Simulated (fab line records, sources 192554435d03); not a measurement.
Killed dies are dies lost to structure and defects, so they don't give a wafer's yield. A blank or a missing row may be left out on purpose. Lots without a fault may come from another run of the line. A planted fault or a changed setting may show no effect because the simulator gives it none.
fab line records | flow n5_finfet
record lots=24 wafers=72 last_day=18
route steps=1938 shown PMOS_HMC_CHANNEL_EPI@66 FIN_SAQP@96
lots that met no fault: from a run of the same line without faults
start_h: hours from the record's first day to the start of the lot's first wafer shown | wait_h: hours since the lot's step before | " the same as in the row above | L1.1+2: a row that stands for several wafers | - no value, or no start given | * or withheld: withheld | < > ~ a bound
route shown NAME@n: a module of which the file shows steps, and the number in the route of the first | usual: mean/standard deviation of fault-free wafers | same: alike in all rows | chamber/n: place in a boat | sites: the reading at each site | _std_site: their standard deviation | _edge_site: outer sites' mean less inner sites' | radius_mm: how far each site lies from the wafer's centre | mask NAME#n: copy n | behind: the tool/chamber that last shaped the wafer | hold: why the lot was held/for how many hours/how that ended | device: the transistor (n, p or np) that didn't switch | end of line: the same wafers' tests at the end of the route | a step without rows: its recipe alone | killed: dies lost to structure and defects at the first sort, not the wafer's yield | map: a wafer's dies, x killed, . not, _ none there
set.NAME: the setting as run; set.NAME@STEP: as run at that earlier step | model.NAME: the simulator's own value behind a step, which no gauge read
steps of the route over a sample of lots; a table a step, a row a wafer
services: from which hour (start_h, from the record's first day; less than 0 if before it) a tool's chamber was out of use, for how many hours, and why
## steps
# step N5_PMOS_HMC_CHANNEL_EPI_OVL_MEAS_10
# recipe points_per_wafer=44
# usual PMOS_HMC_BLK_OVL=-0.3/0.76
# columns lot.wafer tool chamber start_h wait_h PMOS_HMC_BLK_OVL[nm]
L074.3 overlay-01 0 18.85 0.0 0.4
L074.4 " 0 " " -0.8
L074.6 " 0 " " -0.4
L075.1 overlay-02 0 23.47 0.0 0.6
L075.3 " 0 " " 0.4
L075.5 " 0 " " 0.0
L076.3 overlay-02 0 29.19 0.0 -0.7
L076.5 " 0 " " 0.0
L076.6 " 0 " " -0.5
L077.1 overlay-02 0 35.49 0.0 -0.4
L077.2 " 0 " " -1.2
L077.6 " 0 " " -1.1
L078.3 overlay-02 0 42.30 0.0 -1.2
L078.5 " 0 " " -0.4
L078.6 " 0 " " -1.2
L079.2 overlay-02 0 47.78 0.0 0.1
L079.3 " 0 " " -0.3
L079.6 " 0 " " -0.4
L080.1 overlay-01 0 53.59 0.0 -0.9
L080.2 " 0 " " -0.1
L080.3 " 0 " " -1.4
L081.1 overlay-02 0 59.15 0.0 0.8
L081.3 " 0 " " 1.3
L081.6 " 0 " " 1.3
L082.4 overlay-02 0 65.76 0.0 0.0
L082.5 " 0 " " -0.2
L082.6 " 0 " " 0.2
L083.3 overlay-02 0 71.66 0.0 0.8
L083.4 " 0 " " 0.2
L083.6 " 0 " " -0.7
L084.1 overlay-02 0 78.07 0.0 -1.0
L084.4 " 0 " " -0.2
L084.6 " 0 " " -2.2
L085.2 overlay-01 0 83.90 0.0 -0.1
L085.3 " 0 " " -1.9
L085.4 " 0 " " -0.8
L086.1 overlay-02 0 89.61 0.0 -0.2
L086.2 " 0 " " 0.0
L086.3 " 0 " " -0.7
L087.1 overlay-02 0 95.85 0.0 -0.6
L087.4 " 0 " " -1.2
L087.5 " 0 " " -1.2
L088.1 overlay-01 0 102.37 0.0 0.4
L088.3 " 0 " " 0.9
L088.6 " 0 " " 1.0
L089.3 overlay-01 0 108.62 0.0 -0.5
L089.4 " 0 " " -0.4
L089.6 " 0 " " -1.7
L090.2 overlay-02 0 114.17 0.0 -1.0
L090.4 " 0 " " -0.9
L090.6 " 0 " " -0.3
L091.2 overlay-01 0 119.35 0.0 -0.2
L091.4 " 0 " " -0.2
L091.5 " 0 " " -0.1
L092.1 overlay-02 0 126.97 0.0 0.2
L092.2 " 0 " " 0.4
L092.5 " 0 " " 0.2
L093.2 overlay-02 0 131.21 0.0 0.5
L093.4 " 0 " " -0.3
L093.5 " 0 " " 0.8
L094.3 overlay-01 0 137.15 0.0 -0.8
L094.4 " 0 " " -0.6
L094.5 " 0 " " -0.5
L095.2 overlay-02 0 143.89 0.0 -0.2
L095.3 " 0 " " 0.0
L095.5 " 0 " " 0.7
L096.2 overlay-01 0 149.77 0.0 -1.2
L096.4 " 0 " " -0.3
L096.6 " 0 " " 0.3
L097.2 overlay-02 0 155.89 0.0 0.0
L097.3 " 0 " " -0.6
L097.5 " 0 " " -0.1
# step N5_PMOS_HMC_CHANNEL_EPI_THK_MEAS_22
# recipe reads=SiGe30_of_PMOS_HMC_CHANNEL_EPI_EPI_20
# usual HMC_CMP_THK=53.9/0.63
# columns lot.wafer tool chamber start_h wait_h HMC_CMP_THK[nm]
L074.3 film_metro-02 - 21.49 - 54.4
L074.4 " - " " 54.1
L074.6 " - " " 55.2
L075.1 film_metro-02 - 26.19 - 53.6
L075.3 " - " " 52.8
L075.5 " - " " 53.4
L076.3 film_metro-02 - 32.49 - 53.3
L076.5 " - " " 53.8
L076.6 " - " " 54.6
L077.1 film_metro-01 - 38.80 - 53.4
L077.2 " - " " 52.9
L077.6 " - " " 54.1
L078.3 film_metro-01 - 45.15 - 54.6
L078.5 " - " " 54.6
L078.6 " - " " 54.4
L079.2 film_metro-02 - 50.92 - 54.2
L079.3 " - " " 53.4
L079.6 " - " " 54.3
L080.1 film_metro-01 - 55.92 - 53.3
L080.2 " - " " 54.0
L080.3 " - " " 54.2
L081.1 film_metro-01 - 62.40 - 53.5
L081.3 " - " " 54.2
L081.6 " - " " 53.8
L082.4 film_metro-01 - 69.01 - 53.7
L082.5 " - " " 54.9
L082.6 " - " " 53.3
L083.3 film_metro-02 - 74.15 - 54.6
L083.4 " - " " 53.4
L083.6 " - " " 54.7
L084.1 film_metro-02 - 82.12 - 54.0
L084.4 " - " " 55.2
L084.6 " - " " 54.0
L085.2 film_metro-02 - 86.22 - 53.7
L085.3 " - " " 54.0
L085.4 " - " " 53.5
L086.1 film_metro-01 - 92.46 - 53.3
L086.2 " - " " 53.7
L086.3 " - " " 54.4
L087.1 film_metro-02 - 98.17 - 52.5
L087.4 " - " " 54.1
L087.5 " - " " 53.0
L088.1 film_metro-02 - 105.62 - 54.1
L088.3 " - " " 53.6
L088.6 " - " " 54.4
L089.3 film_metro-01 - 111.55 - 55.0
L089.4 " - " " 53.4
L089.6 " - " " 54.3
L090.2 film_metro-01 - 116.48 - 54.0
L090.4 " - " " 53.9
L090.6 " - " " 53.7
L091.2 film_metro-02 - 121.98 - 54.7
L091.4 " - " " 54.5
L091.5 " - " " 53.6
L092.1 film_metro-02 - 129.82 - 53.4
L092.2 " - " " 53.5
L092.5 " - " " 54.6
L093.2 film_metro-02 - 133.63 - 53.4
L093.4 " - " " 53.6
L093.5 " - " " 54.7
L094.3 film_metro-01 - 139.48 - 53.9
L094.4 " - " " 54.1
L094.5 " - " " 54.4
L095.2 film_metro-01 - 146.31 - 54.7
L095.3 " - " " 52.8
L095.5 " - " " 53.6
L096.2 film_metro-01 - 152.87 - 53.7
L096.4 " - " " 53.4
L096.6 " - " " 54.5
L097.2 film_metro-02 - 158.22 - 55.1
L097.3 " - " " 53.4
L097.5 " - " " 53.8
# step N5_PMOS_HMC_CHANNEL_EPI_EPI_26
# recipe material=Si target_thk_a=38 temp_c=650 precursor=SiH4/H2 pressure_torr=20 time_s=22.7
# usual throttle_valve_pct=11.31/0.18
# columns lot.wafer tool chamber start_h wait_h throttle_valve_pct
L074.3 epi_rpcvd-04 0 21.73 0.2 11.16
L074.4 " 0 " " 11.39
L074.6 " 0 " " 11.31
L075.1 epi_rpcvd-01 0 26.30 0.0 11.09
L075.3 " 0 " " 11.28
L075.5 " 0 " " 11.13
L076.3 epi_rpcvd-03 0 32.70 0.1 11.09
L076.5 " 0 " " 11.08
L076.6 " 0 " " 11.39
L077.1 epi_rpcvd-03 0 38.91 0.0 11.48
L077.2 " 0 " " 11.54
L077.6 " 0 " " 11.73
L078.3 epi_rpcvd-03 0 45.40 0.2 11.56
L078.5 " 0 " " 11.40
L078.6 " 0 " " 11.53
L079.2 epi_rpcvd-01 0 51.07 0.1 11.31
L079.3 " 0 " " 11.23
L079.6 " 0 " " 11.17
L080.1 epi_rpcvd-01 0 56.03 0.0 11.15
L080.2 " 0 " " 11.38
L080.3 " 0 " " 11.39
L081.1 epi_rpcvd-01 0 62.51 0.0 11.15
L081.3 " 0 " " 11.07
L081.6 " 0 " " 11.35
L082.4 epi_rpcvd-01 0 69.32 0.2 11.30
L082.5 " 0 " " 11.06
L082.6 " 0 " " 11.13
L083.3 epi_rpcvd-03 0 74.43 0.2 11.64
L083.4 " 0 " " 11.51
L083.6 " 0 " " 11.52
L084.1 epi_rpcvd-01 0 82.28 0.0 11.05
L084.4 " 0 " " 11.02
L084.6 " 0 " " 11.01
L085.2 epi_rpcvd-03 0 86.39 0.1 11.47
L085.3 " 0 " " 11.69
L085.4 " 0 " " 11.49
L086.1 epi_rpcvd-01 0 92.57 0.0 11.35
L086.2 " 0 " " 11.08
L086.3 " 0 " " 11.16
L087.1 epi_rpcvd-04 0 98.28 0.0 11.56
L087.4 " 0 " " 11.21
L087.5 " 0 " " 11.09
L088.1 epi_rpcvd-03 0 105.74 0.0 11.47
L088.3 " 0 " " 11.45
L088.6 " 0 " " 11.37
L089.3 epi_rpcvd-01 0 111.79 0.2 11.21
L089.4 " 0 " " 10.99
L089.6 " 0 " " 11.11
L090.2 epi_rpcvd-03 0 116.64 0.1 11.25
L090.4 " 0 " " 11.46
L090.6 " 0 " " 11.19
L091.2 epi_rpcvd-03 0 122.13 0.1 11.55
L091.4 " 0 " " 11.48
L091.5 " 0 " " 11.35
L092.1 epi_rpcvd-03 0 129.93 0.0 11.66
L092.2 " 0 " " 11.36
L092.5 " 0 " " 11.42
L093.2 epi_rpcvd-03 0 133.79 0.1 11.43
L093.4 " 0 " " 11.64
L093.5 " 0 " " 11.55
L094.3 epi_rpcvd-01 0 139.73 0.2 11.11
L094.4 " 0 " " 11.29
L094.5 " 0 " " 11.16
L095.2 epi_rpcvd-01 0 146.54 0.1 11.22
L095.3 " 0 " " 11.42
L095.5 " 0 " " 11.05
L096.2 epi_rpcvd-01 0 153.04 0.1 11.16
L096.4 " 0 " " 11.05
L096.6 " 0 " " 11.35
L097.2 epi_rpcvd-03 0 158.38 0.1 11.48
L097.3 " 0 " " 11.49
L097.5 " 0 " " 11.47
# step N5_FIN_SAQP_HM_DEP_03
# recipe material=SiNx target_thk_a=380 temp_c=400 precursor=SiH4/NH3/N2 pressure_torr=1.5 rf_w=300 time_s=33.6
# usual heater_power_w=759/95 showerhead_plenum_p_Torr=5.17/0.064 throttle_valve_pct=38.9/2.4
# columns lot.wafer tool chamber start_h wait_h heater_power_w showerhead_plenum_p_Torr throttle_valve_pct
L074.3 pecvd-01 0 22.60 0.1 737 5.18 38.8
L074.4 " 1 " " 797 5.13 42.2
L074.6 " 0 " " 744 5.18 38.8
L075.1 pecvd-04 0 27.64 0.2 706 5.24 37.3
L075.3 " 1 " " 936 5.18 41.1
L075.5 " 1 " " 905 5.18 41.1
L076.3 pecvd-02 1 33.52 0.1 631 5.03 39.9
L076.5 " 1 " " 609 5.03 39.9
L076.6 " 0 " " 703 5.11 41.7
L077.1 pecvd-04 1 39.92 0.2 802 5.19 40.9
L077.2 " 0 " " 677 5.25 37.6
L077.6 " 0 " " 686 5.25 37.6
L078.3 pecvd-01 0 46.27 0.1 664 5.19 38.8
L078.5 " 1 " " 831 5.14 42.3
L078.6 " 2 " " 807 5.15 36.5
L079.2 pecvd-02 0 51.95 0.2 651 5.12 42.0
L079.3 " 1 " " 641 5.03 39.7
L079.6 " 1 " " 619 5.01 39.8
L080.1 pecvd-01 0 57.02 0.2 717 5.20 39.2
L080.2 " 2 " " 723 5.16 36.5
L080.3 " 1 " " 834 5.13 42.1
L081.1 pecvd-04 0 63.75 0.2 800 5.25 37.5
L081.3 " 2 " " 750 5.19 35.9
L081.6 " 1 " " 796 5.18 40.8
L082.4 pecvd-01 1 70.20 0.1 894 5.14 42.3
L082.5 " 2 " " 803 5.13 36.7
L082.6 " 0 " " 746 5.19 39.0
L083.3 pecvd-04 2 75.47 0.1 815 5.17 36.5
L083.4 " 2 " " 799 5.19 36.3
L083.6 " 1 " " 873 5.19 41.0
L084.1 pecvd-02 2 83.94 0.2 766 5.21 35.0
L084.4 " 0 " " 692 5.11 41.7
L084.6 " 2 " " 782 5.22 35.0
L085.2 pecvd-02 0 87.48 0.2 599 5.09 41.8
L085.3 " 1 " " 599 5.02 39.6
L085.4 " 2 " " 682 5.22 34.9
L086.1 pecvd-04 2 93.85 0.2 722 5.18 36.3
L086.2 " 0 " " 758 5.27 37.6
L086.3 " 1 " " 860 5.19 40.9
L087.1 pecvd-04 0 99.38 0.2 686 5.27 37.6
L087.4 " 0 " " 693 5.26 37.7
L087.5 " 2 " " 740 5.19 36.3
L088.1 pecvd-02 2 106.65 0.2 803 5.24 35.4
L088.3 " 0 " " 616 5.11 41.9
L088.6 " 1 " " 606 5.02 39.9
L089.3 pecvd-02 2 113.08 0.1 777 5.22 34.8
L089.4 " 0 " " 681 5.11 41.8
L089.6 " 1 " " 541 5.05 39.6
L090.2 pecvd-01 2 117.50 0.2 785 5.15 36.6
L090.4 " 2 " " 789 5.16 36.8
L090.6 " 2 " " 788 5.14 36.6
L091.2 pecvd-01 0 123.00 0.2 678 5.20 39.1
L091.4 " 1 " " 953 5.14 42.3
L091.5 " 2 " " 731 5.15 36.7
L092.1 pecvd-01 2 130.85 0.2 726 5.16 36.8
L092.2 " 1 " " 938 5.14 42.2
L092.5 " 1 " " 941 5.14 42.1
L093.2 pecvd-01 0 135.02 0.2 674 5.21 38.9
L093.4 " 2 " " 718 5.16 36.8
L093.5 " 0 " " 682 5.19 39.5
L094.3 pecvd-04 1 140.70 0.1 846 5.18 41.1
L094.4 " 0 " " 759 5.26 37.5
L094.5 " 1 " " 828 5.19 41.2
L095.2 pecvd-02 1 147.80 0.2 641 5.03 39.7
L095.3 " 2 " " 801 5.22 35.3
L095.5 " 2 " " 798 5.23 35.0
L096.2 pecvd-04 0 154.18 0.2 773 5.27 37.4
L096.4 " 1 " " 888 5.21 41.1
L096.6 " 0 " " 800 5.27 37.2
L097.2 pecvd-04 0 159.43 0.2 795 5.27 37.6
L097.3 " 1 " " 927 5.20 41.0
L097.5 " 1 " " 938 5.19 41.1
# step N5_FIN_SAQP_HM_OPEN_73
# recipe chemistry=CHF3/O2 target=SiO2 stop_on=a-Si target_depth_a=120 over_etch_frac=1.8 mask_material=SOC time_s=16.8 pressure_mtorr=30 source_w=650 bias_w=170 Ar_flow_sccm=200 CHF3_flow_sccm=50 O2_flow_sccm=5 ion_energy_ev=200 ends=end_point
# usual bias_w=170.1/0.5 drypump_motor_current_A=5.6/0.46 mfc_ar_sccm=200.0/0.63 oes_ar_750_au=0.83/0.075 oes_product_au=0.50/0.045 rf_vpp_V=526/10 showerhead_plenum_p_Torr=2.40/0.07 throttle_valve_pct=18.77/0.16
# columns lot.wafer tool chamber start_h wait_h bias_w drypump_motor_current_A mfc_ar_sccm oes_ar_750_au oes_product_au rf_hours_counter_h rf_vpp_V showerhead_plenum_p_Torr throttle_valve_pct
L074.3 rie_diel-01 2 23.75 0.0 169.6 5.6 199.4 0.81 0.48 59 535 2.45 18.72
L074.4 " 1 " " 170.7 5.0 199.9 0.71 0.43 205 519 2.29 19.00
L074.6 " 2 " " 169.4 5.6 199.7 0.82 0.50 - 535 2.45 18.70
L075.1 rie_diel-02 2 28.77 0.0 169.3 5.7 200.3 0.71 0.42 246 504 2.38 19.32
L075.3 " 3 " " 170.4 5.9 200.3 0.82 0.49 76 538 2.55 18.48
L075.5 " 3 " " 170.4 5.9 200.7 0.81 0.49 - 537 2.55 18.47
L076.3 rie_diel-02 3 34.59 0.0 169.8 5.9 199.5 0.81 0.49 77 538 2.55 18.47
L076.5 " 2 " " 170.4 5.7 201.2 0.70 0.41 - 504 2.38 19.32
L076.6 " 3 " " 170.1 5.9 200.2 0.81 0.48 - 538 2.55 18.48
L077.1 rie_diel-04 3 41.17 0.0 170.8 5.5 199.7 0.91 0.55 14 532 2.49 18.82
L077.2 " 2 " " 169.5 4.7 200.4 0.97 0.59 4 531 2.46 18.47
L077.6 " 3 " " 170.6 5.5 199.9 0.91 0.56 - 534 2.48 18.81
L078.3 rie_diel-04 3 47.41 0.0 169.7 5.5 199.9 0.91 0.54 17 533 2.48 18.81
L078.5 " 3 " " 169.8 5.5 199.9 0.90 0.55 - 533 2.48 18.83
L078.6 " 1 " " 169.4 5.4 199.8 0.81 0.48 - 516 2.32 18.71
L079.2 rie_diel-04 3 52.97 0.0 169.6 5.5 199.6 0.91 0.53 19 534 2.48 18.84
L079.3 " 1 " " 169.8 5.4 199.8 0.80 0.48 103 518 2.32 18.73
L079.6 " 3 " " 169.7 5.5 199.2 0.91 0.54 - 533 2.48 18.82
L080.1 rie_diel-04 3 57.98 0.0 169.8 5.5 200.8 0.89 0.54 20 533 2.48 18.84
L080.2 " 1 " " 170.8 5.4 201.0 0.81 0.47 104 517 2.32 18.72
L080.3 " 2 " " 170.1 4.7 200.5 0.95 0.57 10 531 2.46 18.50
L081.1 rie_diel-01 2 64.83 0.0 170.1 5.6 199.5 0.80 0.48 74 535 2.44 18.73
L081.3 " 3 " " 169.6 6.2 199.2 0.82 0.49 65 537 2.35 18.70
L081.6 " 1 " " 170.2 5.1 198.7 0.70 0.42 - 519 2.29 19.02
L082.4 rie_diel-04 3 71.25 0.0 170.2 5.5 200.1 0.89 0.54 24 533 2.48 18.84
L082.5 " 1 " " 170.2 5.4 200.0 0.81 0.48 - 516 2.32 18.72
L082.6 " 0 " " 170.1 6.1 198.8 0.93 0.56 - 527 2.38 18.73
L083.3 rie_diel-04 2 76.60 0.0 170.5 4.7 201.3 0.93 0.55 18 531 2.46 18.50
L083.4 " 0 " " 170.5 6.1 199.9 0.92 0.55 9 524 2.38 18.75
L083.6 " 3 " " 170.5 5.5 199.3 0.89 0.53 - 532 2.48 18.84
L084.1 rie_diel-04 0 85.23 0.0 169.5 6.1 198.9 0.91 0.55 12 526 2.38 18.76
L084.4 " 3 " " 169.4 5.5 199.4 0.88 0.53 29 533 2.48 18.82
L084.6 " 0 " " 169.3 6.1 199.1 0.91 0.55 - 527 2.38 18.75
L085.2 rie_diel-04 0 88.55 0.0 170.2 6.2 200.8 0.91 0.54 13 526 2.38 18.76
L085.3 " 1 " " 169.5 5.4 200.4 0.79 0.47 116 517 2.32 18.73
L085.4 " 1 " " 170.6 5.4 200.7 0.80 0.47 - 516 2.32 18.74
L086.1 rie_diel-02 3 94.96 0.0 170.5 5.9 199.4 0.79 0.47 100 539 2.54 18.51
L086.2 " 0 " " 170.1 5.2 200.5 0.73 0.43 164 526 2.42 18.93
L086.3 " 2 " " 171.5 5.7 201.0 0.95 0.55 11 505 2.38 18.93
L087.1 rie_diel-02 1 100.54 0.0 170.0 6.1 200.2 0.79 0.47 109 516 2.33 18.86
L087.4 " 2 " " 170.1 5.7 200.5 0.93 0.56 14 501 2.38 18.92
L087.5 " 0 " " 169.1 5.2 200.1 0.73 0.44 - 525 2.42 18.94
L088.1 rie_diel-01 3 107.72 0.0 169.7 6.2 199.9 0.80 0.48 85 537 2.35 18.72
L088.3 " 2 " " 169.2 5.6 200.0 0.77 0.47 93 532 2.44 18.76
L088.6 " 0 " " 170.4 6.2 199.1 0.89 0.53 - 507 2.36 18.76
L089.3 rie_diel-01 0 114.16 0.0 170.3 6.2 197.7 0.88 0.52 37 509 2.36 18.77
L089.4 " 3 " " 169.9 6.2 200.0 0.78 0.48 - 536 2.34 18.72
L089.6 " 0 " " 170.6 6.2 198.9 0.89 0.52 - 509 2.36 18.77
L090.2 rie_diel-01 2 118.91 0.0 169.6 5.6 199.6 0.77 0.47 100 535 2.43 18.77
L090.4 " 2 " " 169.5 5.6 198.9 0.77 0.47 - 534 2.43 18.77
L090.6 " 3 " " 169.9 6.1 198.8 0.79 0.48 - 536 2.34 18.74
L091.2 rie_diel-04 1 124.92 0.0 170.5 5.4 200.0 0.79 0.47 120 516 2.32 18.75
L091.4 " 3 " " 170.4 5.5 200.2 0.87 0.53 34 532 2.48 18.87
L091.5 " 1 " " 169.6 5.4 199.9 0.79 0.47 - 516 2.32 18.74
L092.1 rie_diel-04 3 132.24 0.0 169.3 5.5 200.4 0.87 0.52 36 532 2.48 18.84
L092.2 " 2 " " 170.3 4.8 200.5 0.91 0.55 25 532 2.45 18.50
L092.5 " 1 " " 170.7 5.4 200.4 0.79 0.47 - 518 2.32 18.74
L093.2 rie_diel-02 1 136.19 0.0 170.0 6.2 199.9 0.77 0.46 126 517 2.32 18.87
L093.4 " 1 " " 171.0 6.2 200.0 0.77 0.46 - 517 2.32 18.86
L093.5 " 3 " " 168.8 5.9 200.7 0.77 0.46 - 537 2.53 18.55
L094.3 rie_diel-01 1 141.85 0.0 169.9 5.0 199.1 0.69 0.41 242 520 2.28 19.07
L094.4 " 2 " " 170.6 5.6 199.0 0.76 0.46 113 534 2.43 18.80
L094.5 " 3 " " 170.0 6.2 199.8 0.78 0.48 - 535 2.34 18.75
L095.2 rie_diel-01 3 149.04 0.0 169.8 6.2 199.3 0.78 0.47 103 536 2.34 18.76
L095.3 " 1 " " 169.5 5.0 200.3 0.69 0.41 245 519 2.28 19.07
L095.5 " 2 " " 169.8 5.6 200.7 0.76 0.46 - 534 2.43 18.79
L096.2 rie_diel-04 2 155.34 0.0 169.9 4.7 198.4 0.89 0.54 34 531 2.45 18.51
L096.4 " 1 " " 169.6 5.4 199.2 0.78 0.47 131 516 2.31 18.76
L096.6 " 0 " " 169.9 6.1 199.9 0.88 0.52 - 526 2.37 18.77
L097.2 rie_diel-01 3 160.45 0.0 170.9 6.2 199.4 0.78 0.47 106 536 2.34 18.77
L097.3 " 2 " " 170.2 5.6 199.9 0.76 0.46 120 534 2.42 18.79
L097.5 " 1 " " 170.1 5.0 200.4 0.69 0.41 - 519 2.28 19.10
# step N5_FIN_SAQP_OCD_MEAS_76
# usual trench_depth_nm=119.9/2
# columns lot.wafer tool chamber start_h wait_h trench_depth_nm
L074.3 ocd-02 - 27.77 0.0 120.0
L074.4 " - " " 118.0
L074.6 " - " " 118.4
L075.1 ocd-02 - 32.67 0.0 118.2
L075.3 " - " " 121.0
L075.5 " - " " 122.1
L076.3 ocd-02 - 38.74 0.0 117.7
L076.5 " - " " 118.9
L076.6 " - " " 120.1
L077.1 ocd-01 - 45.90 0.0 120.8
L077.2 " - " " 119.9
L077.6 " - " " 119.6
L078.3 ocd-01 - 51.39 0.0 118.1
L078.5 " - " " 119.8
L078.6 " - " " 118.8
L079.2 ocd-01 - 57.52 0.0 117.9
L079.3 " - " " 121.6
L079.6 " - " " 120.9
L080.1 ocd-01 - 62.41 0.0 120.0
L080.2 " - " " 120.5
L080.3 " - " " 120.1
L081.1 ocd-01 - 69.03 0.0 120.2
L081.3 " - " " 119.1
L081.6 " - " " 117.3
L082.4 ocd-02 - 75.67 0.0 120.2
L082.5 " - " " 117.8
L082.6 " - " " 120.0
L083.3 ocd-01 - 81.14 0.0 118.9
L083.4 " - " " 118.5
L083.6 " - " " 121.0
L084.1 ocd-02 - 89.82 0.0 121.7
L084.4 " - " " 122.4
L084.6 " - " " 118.5
L085.2 ocd-01 - 92.82 0.0 120.6
L085.3 " - " " 120.0
L085.4 " - " " 117.9
L086.1 ocd-01 - 99.72 0.0 115.6
L086.2 " - " " 119.9
L086.3 " - " " 116.8
L087.1 ocd-01 - 105.26 0.0 118.7
L087.4 " - " " 123.6
L087.5 " - " " 119.5
L088.1 ocd-01 - 112.94 0.0 119.8
L088.3 " - " " 119.4
L088.6 " - " " 121.4
L089.3 ocd-01 - 119.48 0.0 120.9
L089.4 " - " " 121.7
L089.6 " - " " 120.3
L090.2 ocd-02 - 124.77 0.0 118.8
L090.4 " - " " 120.3
L090.6 " - " " 121.7
L091.2 ocd-01 - 129.80 0.0 121.3
L091.4 " - " " 119.3
L091.5 " - " " 120.3
L092.1 ocd-01 - 137.01 0.0 121.7
L092.2 " - " " 118.1
L092.5 " - " " 122.0
L093.2 ocd-01 - 140.51 0.0 121.4
L093.4 " - " " 119.3
L093.5 " - " " 117.2
L094.3 ocd-01 - 146.26 0.0 121.2
L094.4 " - " " 117.2
L094.5 " - " " 118.2
L095.2 ocd-02 - 153.10 0.0 116.5
L095.3 " - " " 119.5
L095.5 " - " " 120.7
L096.2 ocd-02 - 159.85 0.0 118.3
L096.4 " - " " 124.6
L096.6 " - " " 124.3
L097.2 ocd-01 - 164.91 0.0 118.8
L097.3 " - " " 121.9
L097.5 " - " " 123.4
## services
# columns tool chamber start_h hours kind
rie_diel-02 1 -1.55 3.8 repair
rie_diel-04 2 10.76 - clean
rie_diel-04 2 10.76 - consumable_replace:focus_ring
rie_diel-04 2 10.76 22.0 scheduled_down
epi_rpcvd-04 - 33.37 8.1 pm
epi_rpcvd-03 - 35.23 2.3 repair
epi_rpcvd-01 - 41.11 1.0 repair
pecvd-01 - 51.57 2.8 pm
rie_diel-04 3 58.26 5.1 repair
rie_diel-01 0 61.42 4.9 repair
rie_diel-02 - 63.20 0.4 repair
pecvd-04 - 80.50 2.7 repair
rie_diel-04 2 85.92 7.1 repair
rie_diel-01 0 90.34 2.5 repair
rie_diel-04 - 93.97 28.1 pm
pecvd-01 - 110.41 6.0 pm
epi_rpcvd-03 - 111.50 2.8 repair
epi_rpcvd-01 - 116.41 2.8 pm
rie_diel-01 3 123.27 6.5 repair
pecvd-01 0 124.34 8.1 repair
rie_diel-02 0 128.23 12.0 repair
rie_diel-04 - 131.45 0.3 repair
pecvd-02 - 144.48 2.8 pm
epi_rpcvd-01 - 157.48 8.1 pm
## key
fault none
